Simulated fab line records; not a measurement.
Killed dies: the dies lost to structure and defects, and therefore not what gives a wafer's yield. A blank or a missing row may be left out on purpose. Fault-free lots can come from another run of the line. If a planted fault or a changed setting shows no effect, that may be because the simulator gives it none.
Matching of chambers | flow n5_finfet | 4 sister chambers for N5_SD_EPI_P_ETCH_36 on rie_diel-06
The step etches SiARC in CF4, target depth 45.5 nm, time 75.8 s. 8 wafers are shown with their chamber, then 7 later ones without.

## WAFERS, EACH WITH ITS CHAMBER
wafer  | chamber | throttle_valve_pct (%) | oes_product_au (a.u.)
L079.2 | 0       | 15.25                  | 0.78
L080.1 | 2       | 15.83                  | 0.66
L080.2 | 3       | 15.69                  | 0.66
L082.4 | 1       | 15.57                  | 0.63
L082.5 | 0       | 15.28                  | 0.77
L082.6 | 3       | 15.67                  | 0.66
L083.1 | 2       | 15.85                  | 0.65
L083.2 | 1       | 15.55                  | 0.62

## WAFERS WITH NO CHAMBER GIVEN
wafer  | throttle_valve_pct (%) | oes_product_au (a.u.)
L083.6 | 15.68                  | 0.65
L089.3 | 15.88                  | 0.64
L089.5 | 15.60                  | 0.61
L089.6 | 15.87                  | 0.65
L092.2 | 15.60                  | 0.61
L092.3 | 15.88                  | 0.64
L092.4 | 15.30                  | 0.75

## EACH ONE'S CHAMBER
wafer  | from the rows above | in truth
L083.6 | 3                   | 3
L089.3 | 2                   | 2
L089.5 | 1                   | 1
L089.6 | 2                   | 2
L092.2 | 1                   | 1
L092.3 | 2                   | 2
L092.4 | 0                   | 0
Placed correctly: 7 of 7. Number that these rows cannot place: 0. Wrongly placed: 0.
How it was worked out, from the rows above alone: a wafer's distance from a chamber is the root of the sum, over the readings, of the square of ((its reading less the chamber's mean) divided by the reading's scatter). The wafer belongs to the nearest chamber; if the next one is less than 2 further off, it can't be placed. For every chamber, the mean is computed from those of its wafers that are shown. The scatter: the root of (the sum of the squares of (reading less its chamber's mean) over the shown wafers, divided by (wafers less chambers)).
